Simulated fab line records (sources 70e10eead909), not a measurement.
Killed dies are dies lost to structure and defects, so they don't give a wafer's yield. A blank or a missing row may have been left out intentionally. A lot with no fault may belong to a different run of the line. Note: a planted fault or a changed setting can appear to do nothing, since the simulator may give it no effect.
Chamber matching | flow nandHarc | 4 sister chambers for NHARC_A_CHANNEL_FILL_D1_ETCHBACK_19 on rieSi-01
The step etches the open film in HBr/Cl2, target depth 5 nm, time 1.7 s. 8 wafers are shown with their chamber, then 7 later ones without.

## WAFERS PAIRED WITH THEIR CHAMBERS
wafer  | chamber | drypumpMotorCurrentA (A) | heBacksideLeakSccm (sccm)
L081.1 | 2       | 6.1                      | 2.80
L081.5 | 1       | 6.7                      | 2.70
L082.5 | 1       | 6.8                      | 2.42
L084.2 | 0       | 5.6                      | 2.25
L084.3 | 3       | 5.7                      | 2.90
L084.4 | 2       | 6.1                      | 2.75
L089.3 | 3       | 5.7                      | 3.00
L089.4 | 0       | 5.6                      | 2.32

## WAFERS WHOSE CHAMBER IS MISSING
wafer  | drypumpMotorCurrentA (A) | heBacksideLeakSccm (sccm)
L089.5 | 5.7                      | 2.99
L091.1 | 6.1                      | 2.75
L091.4 | 6.7                      | 2.21
L091.6 | 5.6                      | 2.36
L095.1 | 6.8                      | 2.13
L095.2 | 5.6                      | 2.20
L095.3 | 6.1                      | 2.80

## CHAMBER TAKEN BY EACH
wafer  | from the rows above | in truth
L089.5 | 3                   | 3
L091.1 | 2                   | 2
L091.4 | 1                   | 1
L091.6 | 0                   | 0
L095.1 | 1                   | 1
L095.2 | 0                   | 0
L095.3 | 2                   | 2
Placed correctly: 7 of 7. Number that these rows cannot place: 0. Number placed wrongly: 0.
How it was worked out, from the rows above alone: a wafer's distance from a chamber is the root of the sum, over the readings, of the square of ((its reading less the chamber's mean) divided by the reading's scatter). The wafer belongs to the nearest chamber; if the next one is less than 2 further off, it can't be placed. For every chamber, the mean is computed from those of its wafers that are shown. How the scatter is found: for the shown wafers, subtract from each reading the mean of its chamber, square and add these, divide the total by (wafers less chambers), then take the root.
